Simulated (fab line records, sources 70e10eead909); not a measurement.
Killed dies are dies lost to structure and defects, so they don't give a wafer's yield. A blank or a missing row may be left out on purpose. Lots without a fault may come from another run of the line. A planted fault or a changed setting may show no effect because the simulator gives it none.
Which tool did it? | flow nand_harc | 24 lots, 72 wafers sampled, at 5 steps of a route of 1159

WHAT THE GAUGES READ, wafer by wafer
NHARC_P_CONTACT_INSPECT_27.
lot  | measured     | on                | raw_defect_count
L074 | day 5 11:39  | defect_inspect-01 | 323 241 522
L075 | day 6 05:02  | defect_inspect-02 | 377 384 441
L076 | day 6 05:33  | defect_inspect-02 | 473 388 331
L078 | day 6 21:16  | defect_inspect-02 | 330 198 210
L077 | day 6 21:48  | defect_inspect-02 | 179 213 349
L079 | day 7 03:08  | defect_inspect-02 | 149 242 339
L081 | day 7 08:05  | defect_inspect-02 | 189 168 274
L080 | day 7 08:55  | defect_inspect-02 | 382 239 420
L083 | day 7 23:48  | defect_inspect-02 | 275 538 390
L082 | day 8 00:20  | defect_inspect-02 | 209 209 149
L085 | day 8 21:08  | defect_inspect-02 | 197 196 199
L086 | day 9 06:32  | defect_inspect-01 | 242 269 222
L087 | day 9 07:05  | defect_inspect-02 | 224 222 308
L084 | day 9 14:11  | defect_inspect-01 | 440 386 313
L089 | day 9 20:38  | defect_inspect-01 | 247 98 252
L088 | day 9 20:50  | defect_inspect-02 | 193 119 131
L090 | day 10 02:10 | defect_inspect-02 | 162 244 206
L093 | day 10 09:04 | defect_inspect-01 | 331 173 259
L094 | day 10 09:46 | defect_inspect-01 | 179 311 216
L091 | day 10 10:06 | defect_inspect-02 | 301 217 116
L092 | day 10 17:50 | defect_inspect-01 | 399 329 428
L096 | day 11 04:11 | defect_inspect-02 | 196 237 181
L095 | day 11 04:43 | defect_inspect-01 | 188 151 117
L097 | day 11 09:05 | defect_inspect-02 | 197 272 202

NHARC_P_M0_CD_MEAS_09: target cd 90 nm.
lot  | measured     | on        | cd_nm (nm)
L074 | day 5 12:34  | cd_sem-03 | 90.0 90.0 90.3
L075 | day 6 05:49  | cd_sem-03 | 90.1 89.6 89.9
L076 | day 6 06:27  | cd_sem-02 | 89.3 88.9 89.4
L078 | day 6 22:05  | cd_sem-03 | 90.5 90.4 90.2
L077 | day 6 22:35  | cd_sem-03 | 89.3 89.1 89.0
L079 | day 7 04:07  | cd_sem-03 | 90.2 89.8 90.4
L081 | day 7 09:00  | cd_sem-02 | 89.4 88.8 89.4
L080 | day 7 09:49  | cd_sem-03 | 89.5 89.4 89.2
L083 | day 8 00:42  | cd_sem-02 | 89.3 88.9 89.9
L082 | day 8 01:16  | cd_sem-03 | 89.5 90.2 89.4
L085 | day 8 22:11  | cd_sem-01 | 90.2 89.9 90.3
L086 | day 9 07:26  | cd_sem-02 | 89.6 89.6 90.1
L087 | day 9 08:00  | cd_sem-02 | 89.4 89.7 90.1
L084 | day 9 15:09  | cd_sem-03 | 91.2 91.0 90.5
L089 | day 9 21:32  | cd_sem-03 | 89.7 89.3 90.4
L088 | day 9 21:44  | cd_sem-02 | 89.2 89.6 89.9
L090 | day 10 03:04 | cd_sem-02 | 89.0 89.3 89.7
L093 | day 10 09:51 | cd_sem-01 | 89.7 90.2 89.8
L094 | day 10 10:40 | cd_sem-02 | 90.3 90.2 89.9
L091 | day 10 11:01 | cd_sem-01 | 90.8 90.3 90.2
L092 | day 10 18:36 | cd_sem-01 | 89.9 89.6 89.3
L096 | day 11 04:58 | cd_sem-02 | 89.0 89.6 89.4
L095 | day 11 05:37 | cd_sem-02 | 89.7 90.0 89.3
L097 | day 11 09:59 | cd_sem-01 | 90.2 89.7 89.9

NHARC_P_M0_OVL_MEAS_10: pitch 180 nm.
lot  | measured     | on         | overlay_x_nm (nm) | overlay_y_nm (nm)
L074 | day 5 12:39  | overlay-01 | 0.0 -0.6 -0.3     | -0.8 -0.6 -1.0
L075 | day 6 05:54  | overlay-02 | -0.2 0.4 0.2      | 0.2 -0.4 -0.1
L076 | day 6 06:32  | overlay-02 | -0.2 0.4 -0.8     | -0.2 -0.3 0.1
L078 | day 6 22:10  | overlay-01 | -1.3 -0.8 -0.9    | 1.2 1.1 1.2
L077 | day 6 22:40  | overlay-01 | -0.5 -0.4 -0.6    | -0.2 -0.2 -0.6
L079 | day 7 04:12  | overlay-01 | 0.7 1.0 0.9       | 0.0 0.5 0.5
L081 | day 7 09:05  | overlay-01 | -0.7 -0.8 0.0     | 0.2 0.2 -0.3
L080 | day 7 09:54  | overlay-01 | -0.2 0.1 0.3      | -0.2 0.3 -0.1
L083 | day 8 00:47  | overlay-01 | -0.7 -1.0 -1.4    | 1.5 2.1 0.9
L082 | day 8 01:21  | overlay-02 | -1.6 -1.1 -1.0    | -0.3 -0.4 -0.4
L085 | day 8 22:16  | overlay-01 | -0.9 -1.1 -0.8    | 0.3 -0.2 0.6
L086 | day 9 07:32  | overlay-01 | 0.2 0.2 0.2       | 0.8 0.6 0.9
L087 | day 9 08:06  | overlay-02 | -0.7 -1.1 -0.9    | -0.4 0.0 -0.4
L084 | day 9 15:14  | overlay-02 | 0.0 0.6 0.7       | 0.5 0.1 -0.1
L089 | day 9 21:38  | overlay-01 | -0.5 -0.4 -0.5    | 0.7 0.7 1.1
L088 | day 9 21:49  | overlay-02 | -1.6 -1.0 -1.5    | -0.6 -0.9 -0.6
L090 | day 10 03:10 | overlay-01 | 0.3 0.8 0.1       | 0.1 0.3 0.3
L093 | day 10 09:56 | overlay-02 | 0.6 1.1 0.7       | 0.7 1.0 0.8
L094 | day 10 10:46 | overlay-02 | -0.6 -0.4 -0.6    | -0.6 -1.1 -1.0
L091 | day 10 11:07 | overlay-01 | -1.4 -0.5 -0.2    | 0.2 -0.1 -0.4
L092 | day 10 18:41 | overlay-02 | 0.6 0.2 0.8       | -0.1 0.1 0.0
L096 | day 11 05:03 | overlay-02 | -1.0 -1.5 -0.3    | -0.3 0.0 0.0
L095 | day 11 05:43 | overlay-01 | 0.6 0.2 -0.1      | -0.3 0.7 0.4
L097 | day 11 10:04 | overlay-02 | -1.1 -0.1 -0.9    | -0.2 -0.7 -0.3

NHARC_P_BONDPAD_CD_MEAS_09: target cd 500 nm.
lot  | measured     | on        | cd_nm (nm)
L074 | day 6 01:37  | cd_sem-01 | 500.5 500.8 498.7
L075 | day 6 18:34  | cd_sem-02 | 498.3 500.5 499.9
L076 | day 6 19:20  | cd_sem-02 | 500.4 502.4 501.7
L078 | day 7 10:57  | cd_sem-03 | 501.1 500.8 498.6
L077 | day 7 11:41  | cd_sem-03 | 499.8 501.4 499.5
L079 | day 7 17:17  | cd_sem-01 | 502.1 501.5 502.6
L081 | day 7 22:08  | cd_sem-01 | 500.5 502.6 501.5
L080 | day 7 23:01  | cd_sem-01 | 502.4 499.7 501.4
L083 | day 8 13:46  | cd_sem-01 | 500.3 499.6 500.0
L082 | day 8 14:18  | cd_sem-03 | 497.6 498.1 497.3
L085 | day 9 11:39  | cd_sem-03 | 498.1 500.4 499.8
L086 | day 9 21:22  | cd_sem-01 | 498.7 499.9 501.1
L087 | day 9 22:02  | cd_sem-01 | 498.5 500.4 499.1
L084 | day 10 03:50 | cd_sem-01 | 500.0 498.4 499.3
L089 | day 10 10:22 | cd_sem-01 | 500.2 498.4 499.1
L088 | day 10 10:55 | cd_sem-02 | 500.6 500.2 499.4
L090 | day 10 16:11 | cd_sem-03 | 498.0 498.0 498.1
L093 | day 10 23:10 | cd_sem-01 | 500.6 501.3 503.6
L094 | day 10 23:47 | cd_sem-03 | 499.5 499.9 500.6
L091 | day 11 00:32 | cd_sem-03 | 500.1 499.3 499.5
L092 | day 11 08:19 | cd_sem-02 | 501.7 500.3 501.4
L096 | day 11 18:40 | cd_sem-01 | 500.5 500.0 499.4
L095 | day 11 19:02 | cd_sem-01 | 500.2 498.0 499.5
L097 | day 11 23:05 | cd_sem-03 | 501.3 500.0 502.4

WHICH TOOL RAN EACH LOT (tool, then ch and the chambers of the sampled wafers, then the start)
lot  | NHARC_P_M0_PRE_CLEAN_29
L074 | pvd_sputter-02, day 6 01:37 or earlier
L075 | pvd_sputter-01, day 6 18:34 or earlier
L076 | pvd_sputter-01, day 6 19:20 or earlier
L078 | pvd_sputter-01, day 7 10:57 or earlier
L077 | pvd_sputter-03, day 7 11:41 or earlier
L079 | pvd_sputter-01, day 7 17:17 or earlier
L081 | pvd_sputter-03, day 7 22:08 or earlier
L080 | pvd_sputter-02, day 7 23:01 or earlier
L083 | pvd_sputter-02, day 8 13:46 or earlier
L082 | pvd_sputter-01, day 8 14:18 or earlier
L085 | pvd_sputter-01, day 9 11:39 or earlier
L086 | pvd_sputter-02, day 9 21:22 or earlier
L087 | pvd_sputter-03, day 9 22:02 or earlier
L084 | pvd_sputter-02, day 10 03:50 or earlier
L089 | pvd_sputter-01, day 10 10:22 or earlier
L088 | pvd_sputter-01, day 10 10:55 or earlier
L090 | pvd_sputter-03, day 10 16:11 or earlier
L093 | pvd_sputter-03, day 10 23:10 or earlier
L094 | pvd_sputter-03, day 10 23:47 or earlier
L091 | pvd_sputter-01, day 11 00:32 or earlier
L092 | pvd_sputter-02, day 11 08:19 or earlier
L096 | pvd_sputter-01, day 11 18:40 or earlier
L095 | pvd_sputter-02, day 11 19:02 or earlier
L097 | pvd_sputter-01, day 11 23:05 or earlier
- NHARC_P_M0_PRE_CLEAN_29: time 30 s.

WHAT THE TOOLS THEMSELVES READ (means of the sampled wafers that have a number; where no wafer has one, the mark that the record gives instead)
NHARC_P_M0_PRE_CLEAN_29.
lot  | tool           | heater_power_w (W)
L074 | pvd_sputter-02 | 395
L075 | pvd_sputter-01 | 378
L076 | pvd_sputter-01 | 400
L078 | pvd_sputter-01 | 360
L077 | pvd_sputter-03 | 508
L079 | pvd_sputter-01 | 376
L081 | pvd_sputter-03 | 468
L080 | pvd_sputter-02 | 406
L083 | pvd_sputter-02 | 390
L082 | pvd_sputter-01 | 392
L085 | pvd_sputter-01 | 368
L086 | pvd_sputter-02 | 386
L087 | pvd_sputter-03 | 431
L084 | pvd_sputter-02 | 403
L089 | pvd_sputter-01 | 377
L088 | pvd_sputter-01 | 376
L090 | pvd_sputter-03 | 428
L093 | pvd_sputter-03 | 497
L094 | pvd_sputter-03 | 431
L091 | pvd_sputter-01 | 382
L092 | pvd_sputter-02 | 368
L096 | pvd_sputter-01 | 380
L095 | pvd_sputter-02 | 393
L097 | pvd_sputter-01 | 361

THE ANSWER, worked out from the rows above alone
Rule: what is usual is taken from the lots themselves. Put in order of their means at a reading, lots are off if they are a third of the lots or fewer, leave a main group of 4 or more, and stand apart from it by a gap of 3 or more times the standard deviation of the main group's means; of several such gaps the widest counts. A main group whose means are all the same, to the digits that the tables above print for the reading, isn't used. A lot without any number at a reading at which 4 lots or more have one is off too. The other lots that the step has rows for count as sound. The gauges are gone through in route order, then the tools' own readings, and for those a lot's mean is taken as printed above. The first step at which some lot is off is used, and at that step the reading that is off furthest; a lot without a number counts as furthest.
No lot is off at any reading shown: from this, nothing can be told.

WHAT THE SIMULATOR HAD PUT IN
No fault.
